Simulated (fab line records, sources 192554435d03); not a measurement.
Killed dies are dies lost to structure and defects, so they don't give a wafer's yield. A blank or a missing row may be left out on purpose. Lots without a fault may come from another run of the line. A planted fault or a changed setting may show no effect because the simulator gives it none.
fab line records | flow n5_finfet
record lots=24 wafers=72 last_day=17
route steps=1938 shown BEOL_M5@1157 BEOL_M6@1198
lots that met no fault: from a run of the same line without faults
start_h: hours from the record's first day to the start of the lot's first wafer shown | wait_h: hours since the lot's step before | " the same as in the row above | L1.1+2: a row that stands for several wafers | - no value, or no start given | * or withheld: withheld | < > ~ a bound
route shown NAME@n: a module of which the file shows steps, and the number in the route of the first | usual: mean/standard deviation of fault-free wafers | same: alike in all rows | chamber/n: place in a boat | sites: the reading at each site | _std_site: their standard deviation | _edge_site: outer sites' mean less inner sites' | radius_mm: how far each site lies from the wafer's centre | mask NAME#n: copy n | behind: the tool/chamber that last shaped the wafer | hold: why the lot was held/for how many hours/how that ended | device: the transistor (n, p or np) that didn't switch | end of line: the same wafers' tests at the end of the route | a step without rows: its recipe alone | killed: dies lost to structure and defects at the first sort, not the wafer's yield | map: a wafer's dies, x killed, . not, _ none there
set.NAME: the setting as run; set.NAME@STEP: as run at that earlier step | model.NAME: the simulator's own value behind a step, which no gauge read
steps of the route over a sample of lots; a table a step, a row a wafer
services: from which hour (start_h, from the record's first day; less than 0 if before it) a tool's chamber was out of use, for how many hours, and why
## steps
# step N5_BEOL_M5_VIA_ETCH_34
# recipe chemistry=C4F6/O2 target=SiCOH_lowk target_depth_a=883 mask_material=SOC taper_deg=4 time_s=39.2 ion_energy_ev=250 pressure_mtorr=30 source_w=345 bias_w=185 Ar_flow_sccm=300 C4F6_flow_sccm=10 O2_flow_sccm=10
# usual C4F6_flow_sccm=9.998/0.029 drypump_motor_current_A=5.7/0.52 mfc_ar_sccm=300.1/0.96 oes_product_au=0.79/0.08 rf_vpp_V=660/15 showerhead_plenum_p_Torr=2.83/0.11 throttle_valve_pct=20.77/0.23
# columns lot.wafer tool chamber start_h wait_h C4F6_flow_sccm drypump_motor_current_A mfc_ar_sccm oes_product_au rf_hours_counter_h rf_vpp_V showerhead_plenum_p_Torr throttle_valve_pct
L074.2 rie_diel-01 0 162.29 0.0 9.978 4.9 300.2 0.87 54 642 2.87 20.84
L074.3 " 2 " " 9.987 5.0 299.8 0.69 228 673 2.80 21.29
L074.4 " 1 " " 9.993 5.8 299.8 0.88 36 676 2.89 20.87
L075.3 rie_diel-01 1 164.55 0.0 10.022 5.8 301.3 0.88 37 676 2.89 20.87
L075.5 " 3 " " 10.015 5.3 301.4 0.70 - 651 2.72 20.88
L075.6 " 0 " " 9.976 4.9 299.9 0.87 - 642 2.87 20.85
L076.2 rie_diel-03 2 168.08 0.0 10.044 5.0 300.4 0.76 154 658 2.75 20.87
L076.5 " 2 " " 10.036 5.1 299.9 0.76 - 658 2.75 20.88
L076.6 " 1 " " 9.979 6.1 301.7 0.90 - 669 2.77 20.62
L077.2 rie_diel-05 1 183.22 0.0 9.984 6.1 301.2 0.84 60 662 2.98 20.55
L077.5 " 2 " " 9.991 6.8 301.0 0.81 - 664 2.95 20.26
L077.6 " 1 " " 10.036 6.1 299.8 0.84 - 662 2.98 20.56
L078.1 rie_diel-05 1 189.16 0.0 10.013 6.1 300.9 0.83 61 662 2.98 20.54
L078.3 " 0 " " 10.024 5.6 299.9 0.77 121 637 2.65 20.86
L078.6 " 3 " " 10.004 5.8 299.6 0.71 - 680 2.93 20.58
L079.3 rie_diel-05 2 193.85 0.0 9.977 6.7 299.6 0.81 106 662 2.95 20.27
L079.5 " 1 " " 9.987 6.1 301.1 0.83 - 663 2.98 20.55
L079.6 " 0 " " 9.993 5.6 301.3 0.76 - 636 2.65 20.87
L080.1 rie_diel-05 2 199.57 0.0 10.005 6.8 300.6 0.82 108 664 2.95 20.28
L080.4 " 3 " " 9.961 5.8 299.7 0.71 216 680 2.93 20.59
L080.5 " 0 " " 9.989 5.6 300.8 0.77 - 637 2.65 20.86
L081.2 rie_diel-05 2 207.99 0.0 10.020 6.7 300.7 0.80 110 665 2.95 20.28
L081.4 " 0 " " 9.984 5.6 299.2 0.76 127 637 2.65 20.84
L081.6 " 3 " " 9.975 5.8 300.2 0.70 - 679 2.93 20.58
L083.4 rie_diel-01 3 211.22 0.0 10.014 5.3 300.4 0.69 216 651 2.72 20.93
L083.5 " 3 " " 10.055 5.3 299.7 0.69 - 651 2.72 20.92
L083.6 " 0 " " 10.054 4.9 299.1 0.86 - 641 2.87 20.86
L082.1 rie_diel-05 1 213.73 0.0 9.983 6.1 299.0 0.82 69 661 2.98 20.54
L082.2 " 0 " " 10.028 5.6 300.2 0.76 129 637 2.64 20.86
L082.4 " 3 " " 10.011 5.8 300.1 0.70 220 680 2.93 20.59
L084.3 rie_diel-05 3 217.34 0.0 9.994 5.8 301.3 0.70 221 679 2.93 20.60
L084.4 " 2 " " 10.002 6.7 300.1 0.80 113 664 2.95 20.29
L084.5 " 0 " " 10.002 5.6 299.0 0.76 - 636 2.64 20.87
L085.2 rie_diel-05 3 226.17 0.0 10.020 5.7 299.8 0.70 223 680 2.93 20.62
L085.3 " 1 " " 9.984 6.1 300.4 0.82 73 662 2.98 20.57
L085.6 " 0 " " 10.015 5.6 300.1 0.75 - 636 2.64 20.87
L086.1 rie_diel-01 0 237.03 0.0 10.017 4.9 301.9 0.84 79 642 2.86 20.87
L086.2 " 3 " " 10.013 5.3 302.5 0.69 222 652 2.71 20.92
L086.4 " 3 " " 10.051 5.3 301.4 0.68 - 651 2.71 20.91
L087.2 rie_diel-01 3 241.19 0.0 10.009 5.3 300.8 0.68 223 651 2.71 20.92
L087.3 " 0 " " 9.981 4.9 298.7 0.84 80 643 2.86 20.85
L087.6 " 0 " " 9.988 4.9 299.5 0.84 - 642 2.86 20.88
L090.1 rie_diel-05 0 250.92 0.0 9.957 5.6 297.6 0.75 141 637 2.64 20.89
L090.4 " 1 " " 9.970 6.1 299.3 0.81 80 663 2.97 20.57
L090.6 " 1 " " 9.940 6.1 300.3 0.82 - 662 2.97 20.58
L088.1 rie_diel-01 1 251.33 0.0 10.032 5.8 300.3 0.83 66 675 2.88 20.92
L088.2 " 3 " " 9.996 5.3 300.0 0.68 226 650 2.71 20.91
L088.4 " 2 " " 10.007 5.0 301.0 1.01 2 670 2.79 20.94
L091.1 rie_diel-01 0 259.64 0.0 10.027 4.9 299.4 0.83 86 643 2.86 20.88
L091.3 " 3 " " 10.028 5.3 300.6 0.67 228 654 2.71 20.93
L091.4 " 1 " " 10.014 5.8 297.6 0.83 67 674 2.88 20.93
L089.1 rie_diel-03 1 260.69 0.0 9.974 6.1 298.3 0.86 67 668 2.75 20.67
L089.4 " 0 " " 9.996 5.9 298.8 0.71 - 685 2.83 21.05
L089.6 " 1 " " 9.942 6.1 299.0 0.86 - 667 2.76 20.66
L092.2 rie_diel-03 3 265.61 0.0 10.044 5.5 300.7 0.97 1 644 2.91 20.48
L092.4 " 0 " " 10.039 6.0 301.3 0.71 189 686 2.83 21.05
L092.6 " 1 " " 10.060 6.1 300.4 0.84 - 669 2.75 20.67
L093.1 rie_diel-03 2 273.17 0.0 9.950 5.1 300.2 0.73 188 659 2.73 20.94
L093.5 " 0 " " 9.964 5.9 300.0 0.70 - 685 2.83 21.05
L093.6 " 3 " " 10.002 5.4 298.2 0.97 - 646 2.91 20.49
L094.2 rie_diel-01 3 277.56 0.0 9.984 5.3 301.7 0.68 234 652 2.71 20.94
L094.3 " 1 " " 10.010 5.7 299.8 0.83 73 673 2.88 20.94
L094.5 " 2 " " 9.970 5.0 299.2 0.97 - 672 2.78 20.96
L095.1 rie_diel-05 0 285.38 0.0 10.037 5.6 298.8 0.73 151 636 2.64 20.90
L095.2 " 3 " " 9.985 5.8 299.7 0.68 243 680 2.92 20.63
L095.4 " 1 " " 10.005 6.1 298.7 0.80 90 661 2.97 20.58
L096.2 rie_diel-01 1 299.78 0.0 9.999 5.8 299.8 0.81 81 674 2.87 20.97
L096.3 " 2 " " 10.019 5.0 299.5 0.94 17 671 2.78 20.98
L096.4 " 3 " " 10.011 5.3 300.5 0.66 241 650 2.71 20.95
L097.2 rie_diel-03 3 314.00 0.0 9.959 5.4 299.5 0.92 16 644 2.90 20.50
L097.3 " 0 " " 9.941 5.9 299.0 0.69 204 684 2.82 21.08
L097.6 " 1 " " 9.985 6.1 299.1 0.82 - 668 2.75 20.70
# step N5_BEOL_M6_HM_DEP_02
# recipe material=TiN target_thk_a=200 temp_c=25 chamber_pressure_pa=0.49996
# usual throttle_valve_pct=29.6/1.2
# columns lot.wafer tool chamber start_h wait_h throttle_valve_pct
L074.2 pvd_sputter-03 - 171.71 1.7 28.7
L074.3 " - " " 32.0
L074.4 " - " " 29.6
L075.3 pvd_sputter-02 - 175.01 0.9 28.8
L075.5 " - " " 29.2
L075.6 " - " " 31.0
L076.2 pvd_sputter-02 - 179.07 0.7 31.0
L076.5 " - " " 28.7
L076.6 " - " " 29.2
L077.2 pvd_sputter-02 - 191.86 0.9 29.0
L077.5 " - " " 28.6
L077.6 " - " " 28.8
L078.1 pvd_sputter-02 - 199.56 2.1 29.1
L078.3 " - " " 28.7
L078.6 " - " " 29.2
L079.3 pvd_sputter-02 - 203.76 1.9 28.9
L079.5 " - " " 30.7
L079.6 " - " " 29.0
L080.1 pvd_sputter-03 - 208.79 0.6 29.7
L080.4 " - " " 28.7
L080.5 " - " " 29.4
L081.2 pvd_sputter-03 - 218.10 0.5 32.1
L081.4 " - " " 29.5
L081.6 " - " " 32.0
L083.4 pvd_sputter-01 - 221.97 1.8 29.6
L083.5 " - " " 30.3
L083.6 " - " " 29.5
L082.1 pvd_sputter-03 - 224.87 0.7 29.8
L082.2 " - " " 30.0
L082.4 " - " " 28.9
L084.3 pvd_sputter-03 - 227.43 1.4 29.7
L084.4 " - " " 32.2
L084.5 " - " " 28.5
L085.2 pvd_sputter-02 - 235.78 1.0 29.3
L085.3 " - " " 30.9
L085.6 " - " " 28.6
L086.1 pvd_sputter-03 - 245.56 0.5 28.6
L086.2 " - " " 32.1
L086.4 " - " " 29.6
L087.2 pvd_sputter-01 - 252.35 1.2 30.6
L087.3 " - " " 30.0
L087.6 " - " " 29.1
L090.1 pvd_sputter-03 - 259.56 0.4 29.5
L090.4 " - " " 28.6
L090.6 " - " " 29.0
L088.1 pvd_sputter-03 - 259.86 0.4 32.1
L088.2 " - " " 29.6
L088.4 " - " " 28.7
L091.1 pvd_sputter-01 - 267.64 0.4 29.7
L091.3 " - " " 30.6
L091.4 " - " " 28.7
L089.1 pvd_sputter-01 - 271.86 1.1 30.8
L089.4 " - " " 27.7
L089.6 " - " " 27.9
L092.2 pvd_sputter-02 - 274.55 0.3 28.5
L092.4 " - " " 29.2
L092.6 " - " " 28.6
L093.1 pvd_sputter-02 - 283.06 1.1 30.8
L093.5 " - " " 30.8
L093.6 " - " " 29.1
L094.2 pvd_sputter-01 - 287.27 1.7 30.8
L094.3 " - " " 27.9
L094.5 " - " " 28.9
L095.1 pvd_sputter-02 - 294.47 0.2 28.7
L095.2 " - " " 28.9
L095.4 " - " " 30.8
L096.2 pvd_sputter-03 - 308.89 1.4 28.7
L096.3 " - " " 32.2
L096.4 " - " " 29.1
L097.2 pvd_sputter-02 - 322.35 0.7 28.8
L097.3 " - " " 28.6
L097.6 " - " " 29.1
# step N5_BEOL_M6_STRIP_67
# recipe chemistry=CF4 resist=SiARC power_w=300 bias_power_w=75 pressure_mtorr=50 cf4_flow_sccm=150 rf_frequency_hz=6e+07
# usual drypump_motor_current_A=5.7/0.41 oes_product_au=0.77/0.079 rf_vpp_V=270.8/1.5 showerhead_plenum_p_Torr=1.78/0.054 throttle_valve_pct=13.72/0.23
# columns lot.wafer tool chamber start_h wait_h drypump_motor_current_A oes_product_au rf_hours_counter_h rf_vpp_V showerhead_plenum_p_Torr throttle_valve_pct
L074.2 rie_diel-04 2 172.62 0.0 6.4 0.74 182 269.4 1.71 13.59
L074.3 " 0 " " 6.2 0.78 106 269.7 1.74 13.56
L074.4 " 3 " " 5.6 0.72 196 270.9 1.80 13.95
L075.3 rie_diel-02 2 176.10 0.0 5.0 0.72 199 269.9 1.80 13.78
L075.5 " 2 " " 5.0 0.72 - 269.7 1.80 13.78
L075.6 " 0 " " 5.3 0.87 - 273.4 1.83 13.65
L076.2 rie_diel-02 3 179.77 0.0 5.7 0.84 55 273.9 1.87 13.37
L076.5 " 0 " " 5.3 0.87 - 270.8 1.83 13.65
L076.6 " 3 " " 5.7 0.84 - 272.0 1.87 13.36
L077.2 rie_diel-04 3 192.71 0.0 5.7 0.72 202 269.9 1.80 13.98
L077.5 " 0 " " 6.1 0.77 - 270.1 1.74 13.59
L077.6 " 3 " " 5.6 0.72 - 270.8 1.80 13.98
L078.1 rie_diel-06 2 200.55 0.0 5.3 0.72 222 268.4 1.69 13.82
L078.3 " 3 " " 5.9 0.69 260 269.4 1.75 14.20
L078.6 " 2 " " 5.3 0.72 - 270.6 1.69 13.80
L079.3 rie_diel-04 0 204.58 0.0 6.2 0.77 116 269.1 1.74 13.59
L079.5 " 2 " " 6.4 0.72 - 270.7 1.71 13.63
L079.6 " 1 " " 5.4 0.86 - 271.0 1.81 13.55
L080.1 rie_diel-06 3 209.50 0.0 5.9 0.68 263 269.5 1.75 14.21
L080.4 " 1 " " 6.1 0.70 - 272.9 1.84 14.01
L080.5 " 2 " " 5.3 0.71 - 268.7 1.69 13.81
L081.2 rie_diel-06 1 219.02 0.0 6.1 0.70 253 270.9 1.84 14.01
L081.4 " 0 " " 5.9 1.02 - 270.7 1.81 13.17
L081.6 " 1 " " 6.1 0.70 - 274.0 1.84 14.02
L083.4 rie_diel-04 2 222.94 0.0 6.3 0.73 200 270.2 1.71 13.64
L083.5 " 0 " " 6.1 0.77 - 270.5 1.74 13.60
L083.6 " 3 " " 5.6 0.71 - 270.7 1.79 14.01
L082.1 rie_diel-04 2 226.51 0.0 6.3 0.73 202 269.7 1.71 13.66
L082.2 " 3 " " 5.7 0.72 216 271.3 1.79 14.01
L082.4 " 0 " " 6.1 0.77 120 270.5 1.74 13.60
L084.3 rie_diel-02 0 228.63 0.0 5.3 0.84 63 270.8 1.82 13.70
L084.4 " 3 " " 5.7 0.82 75 275.4 1.87 13.42
L084.5 " 3 " " 5.8 0.82 - 274.5 1.87 13.40
L085.2 rie_diel-06 0 237.37 0.0 5.9 0.96 7 271.1 1.81 13.17
L085.3 " 2 " " 5.3 0.71 236 267.8 1.69 13.84
L085.6 " 3 " " 5.9 0.97 - 270.5 1.75 13.60
L086.1 rie_diel-04 1 246.38 0.0 5.4 0.84 81 272.7 1.80 13.57
L086.2 " 2 " " 6.4 0.71 210 269.4 1.70 13.69
L086.4 " 3 " " 5.7 0.71 224 269.7 1.79 14.03
L087.2 rie_diel-04 2 253.83 0.0 6.4 0.72 213 269.5 1.70 13.67
L087.3 " 0 " " 6.1 0.76 132 269.1 1.74 13.64
L087.6 " 1 " " 5.4 0.83 - 271.8 1.80 13.60
L090.1 rie_diel-02 3 260.57 0.0 5.7 0.81 86 273.2 1.87 13.45
L090.4 " 2 " " 5.0 0.70 230 271.1 1.79 13.85
L090.6 " 1 " " 5.6 0.70 - 271.1 1.85 14.01
L088.1 rie_diel-04 2 260.95 0.0 6.4 0.71 215 271.3 1.70 13.68
L088.2 " 3 " " 5.6 0.71 230 270.2 1.79 14.05
L088.4 " 0 " " 6.1 0.76 135 270.4 1.73 13.64
L091.1 rie_diel-04 1 268.47 0.0 5.4 0.82 89 270.2 1.80 13.60
L091.3 " 0 " " 6.1 0.76 138 270.5 1.73 13.64
L091.4 " 2 " " 6.4 0.71 217 268.1 1.70 13.67
L089.1 rie_diel-04 0 272.81 0.0 6.1 0.75 139 268.4 1.73 13.63
L089.4 " 2 " " 6.4 0.70 219 269.4 1.70 13.69
L089.6 " 1 " " 5.4 0.83 - 271.8 1.80 13.60
L092.2 rie_diel-04 3 275.73 0.0 5.7 0.70 235 271.5 1.79 14.07
L092.4 " 1 " " 5.4 0.83 92 271.7 1.80 13.60
L092.6 " 2 " " 6.3 0.70 - 270.4 1.70 13.69
L093.1 rie_diel-02 3 283.94 0.0 5.7 0.80 96 271.8 1.86 13.46
L093.5 " 2 " " 5.0 0.70 - 270.4 1.79 13.86
L093.6 " 1 " " 5.5 0.69 - 271.8 1.85 14.05
L094.2 rie_diel-04 2 287.99 0.0 6.4 0.71 223 270.3 1.70 13.71
L094.3 " 3 " " 5.6 0.69 240 270.9 1.79 14.06
L094.5 " 2 " " 6.4 0.71 - 267.5 1.70 13.68
L095.1 rie_diel-06 2 295.19 0.0 5.3 0.97 1 272.4 1.89 13.31
L095.2 " 3 " " 5.9 0.90 24 270.8 1.74 13.67
L095.4 " 1 " " 6.1 0.92 15 272.3 1.84 13.45
L096.2 rie_diel-02 3 309.59 0.0 5.8 0.79 105 273.6 1.86 13.48
L096.3 " 2 " " 5.0 0.69 244 272.7 1.78 13.89
L096.4 " 3 " " 5.7 0.79 - 273.4 1.86 13.48
L097.2 rie_diel-04 0 323.05 0.0 6.1 0.74 158 271.7 1.73 13.70
L097.3 " 2 " " 6.4 0.69 235 268.0 1.70 13.72
L097.6 " 1 " " 5.4 0.81 - 271.6 1.80 13.62
# step N5_BEOL_M6_INSPECT_30
# recipe mode=adi inspect_instrument=brightfield
# usual raw_defect_count=389/83
# columns lot.wafer tool chamber start_h wait_h raw_defect_count
L074.2 defect_inspect-01 - 174.47 0.0 479
L074.3 " - " " 388
L074.4 " - " " 451
L075.3 defect_inspect-01 - 178.61 0.0 402
L075.5 " - " " 427
L075.6 " - " " 481
L076.2 defect_inspect-02 - 180.39 0.0 365
L076.5 " - " " 227
L076.6 " - " " 228
L077.2 defect_inspect-01 - 193.61 0.0 358
L077.5 " - " " 349
L077.6 " - " " 416
L078.1 defect_inspect-01 - 204.56 0.1 312
L078.3 " - " " 436
L078.6 " - " " 533
L079.3 defect_inspect-01 - 205.23 0.0 458
L079.5 " - " " 460
L079.6 " - " " 512
L080.1 defect_inspect-01 - 210.77 0.1 295
L080.4 " - " " 344
L080.5 " - " " 288
L081.2 defect_inspect-02 - 220.89 0.0 368
L081.4 " - " " 509
L081.6 " - " " 558
L083.4 defect_inspect-02 - 223.72 0.0 616
L083.5 " - " " 474
L083.6 " - " " 571
L082.1 defect_inspect-01 - 227.40 0.1 370
L082.2 " - " " 405
L082.4 " - " " 500
L084.3 defect_inspect-02 - 229.95 0.0 475
L084.4 " - " " 267
L084.5 " - " " 342
L085.2 defect_inspect-02 - 238.18 0.0 384
L085.3 " - " " 348
L085.6 " - " " 466
L086.1 defect_inspect-01 - 248.62 0.1 348
L086.2 " - " " 296
L086.4 " - " " 394
L087.2 defect_inspect-02 - 257.26 0.0 306
L087.3 " - " " 307
L087.6 " - " " 354
L088.1 defect_inspect-02 - 262.32 0.1 400
L088.2 " - " " 502
L088.4 " - " " 602
L090.1 defect_inspect-01 - 262.37 0.1 291
L090.4 " - " " 439
L090.6 " - " " 238
L091.1 defect_inspect-02 - 270.07 0.1 340
L091.3 " - " " 280
L091.4 " - " " 343
L089.1 defect_inspect-02 - 273.56 0.1 540
L089.4 " - " " 418
L089.6 " - " " 486
L092.2 defect_inspect-01 - 276.60 0.0 448
L092.4 " - " " 427
L092.6 " - " " 481
L093.1 defect_inspect-02 - 284.60 0.1 258
L093.5 " - " " 350
L093.6 " - " " 288
L094.2 defect_inspect-01 - 290.05 0.0 374
L094.3 " - " " 344
L094.5 " - " " 284
L095.1 defect_inspect-01 - 296.12 0.1 488
L095.2 " - " " 301
L095.4 " - " " 414
L096.2 defect_inspect-01 - 310.39 0.0 294
L096.3 " - " " 323
L096.4 " - " " 417
L097.2 defect_inspect-01 - 323.67 0.0 345
L097.3 " - " " 268
L097.6 " - " " 420
# step N5_BEOL_M6_ETCH_66
# recipe chemistry=N2/H2 target=SOC target_depth_a=800 overetch_a=160 mask_material=SiARC temp_c=40 time_s=120 ion_energy_ev=200 pressure_mtorr=30 source_w=840 bias_w=150 n2_flow_sccm=200 h2_flow_sccm=200
# usual drypump_motor_current_A=5.7/0.39 oes_product_au=0.59/0.064 rf_vpp_V=523.5/2.4 showerhead_plenum_p_Torr=2.52/0.08 temp_c=40.01/0.11 throttle_valve_pct=17.95/0.19
# columns lot.wafer tool chamber start_h wait_h drypump_motor_current_A oes_product_au rf_hours_counter_h rf_vpp_V showerhead_plenum_p_Torr temp_c throttle_valve_pct
L074.2 rie_diel-06 3 174.58 0.0 6.0 0.53 248 523.8 2.50 39.80 18.40
L074.3 " 0 " " 6.0 0.50 277 526.0 2.58 39.89 17.96
L074.4 " 3 " " 5.9 0.53 - 523.2 2.50 39.97 18.37
L075.3 rie_diel-06 0 178.72 0.0 6.0 0.50 279 525.7 2.58 40.20 17.96
L075.5 " 2 " " 5.2 0.55 - 520.1 2.41 40.03 18.08
L075.6 " 0 " " 5.9 0.50 - 525.1 2.58 40.17 17.98
L076.2 rie_diel-06 2 180.50 0.0 5.3 0.56 213 520.9 2.41 40.08 18.07
L076.5 " 2 " " 5.3 0.55 - 519.1 2.41 39.89 18.06
L076.6 " 0 " " 6.0 0.50 - 525.6 2.58 40.08 17.96
L077.2 rie_diel-04 2 193.89 0.0 6.4 0.56 189 519.6 2.44 39.99 17.83
L077.5 " 2 " " 6.4 0.56 - 520.6 2.44 40.04 17.83
L077.6 " 3 " " 5.7 0.56 - 523.8 2.52 40.18 18.08
L078.1 rie_diel-04 1 204.68 0.0 5.4 0.65 64 524.5 2.57 40.08 17.87
L078.3 " 3 " " 5.7 0.55 206 522.2 2.51 39.99 18.11
L078.6 " 3 " " 5.6 0.55 - 522.6 2.51 40.05 18.09
L079.3 rie_diel-02 2 205.40 0.0 5.0 0.55 209 523.6 2.51 40.13 17.90
L079.5 " 1 " " 5.5 0.54 - 526.6 2.63 39.93 18.09
L079.6 " 0 " " 5.3 0.65 - 525.1 2.59 39.91 18.01
L080.1 rie_diel-04 3 210.88 0.0 5.7 0.55 209 523.4 2.51 40.10 18.11
L080.4 " 3 " " 5.7 0.55 - 524.8 2.51 40.05 18.12
L080.5 " 1 " " 5.4 0.65 - 524.0 2.57 39.95 17.86
L081.2 rie_diel-04 3 221.49 0.0 5.7 0.55 213 525.1 2.51 40.09 18.12
L081.4 " 1 " " 5.4 0.65 70 523.8 2.57 39.99 17.89
L081.6 " 3 " " 5.7 0.55 - 522.3 2.51 40.15 18.12
L083.4 rie_diel-04 1 224.00 0.0 5.4 0.65 71 524.1 2.57 40.10 17.88
L083.5 " 2 " " 6.4 0.55 - 518.8 2.43 40.21 17.86
L083.6 " 3 " " 5.7 0.55 - 523.0 2.51 39.99 18.12
L082.1 rie_diel-02 1 228.08 0.0 5.6 0.54 218 525.6 2.63 40.06 18.11
L082.2 " 0 " " 5.3 0.64 62 525.2 2.58 40.05 18.03
L082.4 " 2 " " 5.0 0.54 218 522.7 2.51 39.85 17.91
L084.3 rie_diel-06 2 230.20 0.0 5.4 0.54 233 519.1 2.40 39.82 18.10
L084.4 " 0 " " 5.9 0.75 - 524.4 2.57 39.96 17.50
L084.5 " 1 " " 6.1 0.54 - 524.6 2.59 39.83 18.09
L085.2 rie_diel-04 0 238.61 0.0 6.2 0.59 126 522.1 2.44 40.09 17.68
L085.3 " 1 " " 5.4 0.64 78 525.3 2.57 40.05 17.88
L085.6 " 2 " " 6.4 0.55 - 521.4 2.43 40.06 17.89
L086.1 rie_diel-06 2 248.88 0.0 5.3 0.54 241 519.6 2.40 40.02 18.12
L086.2 " 3 " " 6.0 0.73 7 523.1 2.49 39.97 17.93
L086.4 " 2 " " 5.3 0.55 - 519.3 2.40 39.93 18.13
L087.2 rie_diel-06 2 257.37 0.0 5.3 0.53 244 519.9 2.40 39.86 18.13
L087.3 " 0 " " 6.0 0.72 15 524.8 2.57 40.15 17.52
L087.6 " 0 " " 6.0 0.72 - 525.1 2.57 39.97 17.51
L088.1 rie_diel-06 1 262.45 0.0 6.1 0.74 2 526.6 2.59 39.96 17.62
L088.2 " 0 " " 5.9 0.71 18 525.0 2.57 40.08 17.51
L088.4 " 3 " " 5.9 0.70 12 522.6 2.49 39.96 17.96
L090.1 rie_diel-04 2 262.53 0.0 6.4 0.54 216 521.8 2.42 39.95 17.86
L090.4 " 1 " " 5.4 0.64 87 525.7 2.56 40.02 17.91
L090.6 " 1 " " 5.4 0.64 - 524.8 2.57 40.08 17.89
L091.1 rie_diel-02 3 270.19 0.0 5.8 0.61 89 526.7 2.67 40.16 17.79
L091.3 " 1 " " 5.6 0.53 233 526.5 2.62 40.06 18.14
L091.4 " 3 " " 5.8 0.61 - 527.0 2.67 39.91 17.80
L089.1 rie_diel-02 0 273.82 0.0 5.3 0.62 79 524.7 2.58 39.89 18.07
L089.4 " 0 " " 5.3 0.63 - 521.9 2.58 40.14 18.05
L089.6 " 1 " " 5.6 0.53 - 526.0 2.62 40.19 18.14
L092.2 rie_diel-04 1 276.71 0.0 5.4 0.63 93 523.0 2.56 40.24 17.94
L092.4 " 3 " " 5.7 0.53 236 522.8 2.50 40.11 18.15
L092.6 " 2 " " 6.4 0.54 - 519.5 2.42 40.00 17.89
L093.1 rie_diel-02 1 284.71 0.0 5.6 0.53 240 525.7 2.62 39.91 18.14
L093.5 " 1 " " 5.5 0.53 - 525.9 2.62 40.08 18.13
L093.6 " 0 " " 5.3 0.62 - 525.0 2.57 40.06 18.07
L094.2 rie_diel-02 1 290.24 0.0 5.5 0.53 243 525.3 2.62 40.15 18.16
L094.3 " 3 " " 5.8 0.60 98 526.0 2.66 39.96 17.81
L094.5 " 3 " " 5.8 0.61 - 528.5 2.66 39.93 17.83
L095.1 rie_diel-04 0 296.24 0.0 6.2 0.57 149 518.4 2.43 40.13 17.73
L095.2 " 3 " " 5.6 0.54 242 524.0 2.50 39.97 18.17
L095.4 " 2 " " 6.4 0.53 225 520.6 2.42 39.97 17.88
L096.2 rie_diel-02 2 310.50 0.0 5.0 0.53 245 525.2 2.49 40.10 17.97
L096.3 " 3 " " 5.8 0.60 106 527.0 2.66 39.83 17.83
L096.4 " 3 " " 5.8 0.61 - 529.1 2.66 40.07 17.82
L097.2 rie_diel-04 1 323.79 0.0 5.4 0.62 110 525.1 2.55 39.86 17.94
L097.3 " 2 " " 6.4 0.53 235 521.6 2.42 39.98 17.91
L097.6 " 1 " " 5.4 0.62 - 524.2 2.55 39.92 17.95
# step N5_BEOL_M6_SURFACE_TREAT_79
# recipe gas=Ar time_s=* ion_energy_ev=* ion_current_ma_cm2=0.5 pressure_mtorr=* ar_flow_sccm=30
# usual throttle_valve_pct=*
# columns lot.wafer tool chamber start_h wait_h throttle_valve_pct
L074.2 pvd_sputter-02 - 176.53 0.2 *
L074.3 " - " " *
L074.4 " - " " *
L075.3 pvd_sputter-03 - 180.31 0.2 *
L075.5 " - " " *
L075.6 " - " " *
L076.2 pvd_sputter-02 - 181.79 0.2 *
L076.5 " - " " *
L076.6 " - " " *
L077.2 pvd_sputter-02 - 195.52 0.2 *
L077.5 " - " " *
L077.6 " - " " *
L078.1 pvd_sputter-01 - 206.47 0.2 *
L078.3 " - " " *
L078.6 " - " " *
L079.3 pvd_sputter-03 - 208.07 1.5 *
L079.5 " - " " *
L079.6 " - " " *
L080.1 pvd_sputter-01 - 212.75 0.2 *
L080.4 " - " " *
L080.5 " - " " *
L081.2 pvd_sputter-01 - 222.93 0.2 *
L081.4 " - " " *
L081.6 " - " " *
L083.4 pvd_sputter-01 - 225.49 0.2 *
L083.5 " - " " *
L083.6 " - " " *
L082.1 pvd_sputter-02 - 230.42 1.1 *
L082.2 " - " " *
L082.4 " - " " *
L084.3 pvd_sputter-03 - 231.71 0.2 *
L084.4 " - " " *
L084.5 " - " " *
L085.2 pvd_sputter-03 - 241.54 0.3 *
L085.3 " - " " *
L085.6 " - " " *
L086.1 pvd_sputter-02 - 250.23 0.2 *
L086.2 " - " " *
L086.4 " - " " *
L087.2 pvd_sputter-03 - 258.70 0.2 *
L087.3 " - " " *
L087.6 " - " " *
L088.1 pvd_sputter-03 - 263.98 0.4 *
L088.2 " - " " *
L088.4 " - " " *
L090.1 pvd_sputter-03 - 264.32 0.3 *
L090.4 " - " " *
L090.6 " - " " *
L091.1 pvd_sputter-03 - 272.10 0.3 *
L091.3 " - " " *
L091.4 " - " " *
L089.1 pvd_sputter-02 - 275.31 0.2 *
L089.4 " - " " *
L089.6 " - " " *
L092.2 pvd_sputter-01 - 278.60 0.2 *
L092.4 " - " " *
L092.6 " - " " *
L093.1 pvd_sputter-03 - 287.46 0.2 *
L093.5 " - " " *
L093.6 " - " " *
L094.2 pvd_sputter-01 - 291.67 0.2 *
L094.3 " - " " *
L094.5 " - " " *
L095.1 pvd_sputter-02 - 298.21 0.2 *
L095.2 " - " " *
L095.4 " - " " *
L096.2 pvd_sputter-03 - 312.42 0.2 *
L096.3 " - " " *
L096.4 " - " " *
L097.2 pvd_sputter-03 - 325.37 0.2 *
L097.3 " - " " *
L097.6 " - " " *
## services
# columns tool chamber start_h hours kind
rie_diel-01 1 140.00 12.9 repair
rie_diel-05 - 159.79 0.5 repair
rie_diel-02 1 162.23 15.8 repair
rie_diel-03 0 181.89 7.9 repair
rie_diel-02 - 192.75 0.2 repair
rie_diel-04 0 208.52 8.1 repair
rie_diel-01 3 211.88 14.8 repair
rie_diel-06 - 224.00 4.3 pm
rie_diel-03 3 232.01 2.0 repair
rie_diel-02 2 266.21 11.0 repair
rie_diel-03 3 266.40 4.3 repair
rie_diel-04 - 279.19 1.3 repair
rie_diel-04 2 280.55 4.1 repair
pvd_sputter-02 - 284.61 5.1 repair
rie_diel-05 3 288.80 4.2 repair
rie_diel-03 0 289.36 5.6 repair
rie_diel-02 1 308.79 - clean
rie_diel-02 1 308.79 - consumable_replace:focus_ring
rie_diel-02 1 308.79 16.9 scheduled_down
rie_diel-06 - 319.94 0.8 repair
rie_diel-04 3 320.95 - clean
rie_diel-04 3 320.95 - consumable_replace:focus_ring
rie_diel-04 3 320.95 17.0 scheduled_down
rie_diel-04 3 320.95 17.0 vent_cycle
## key
fault none
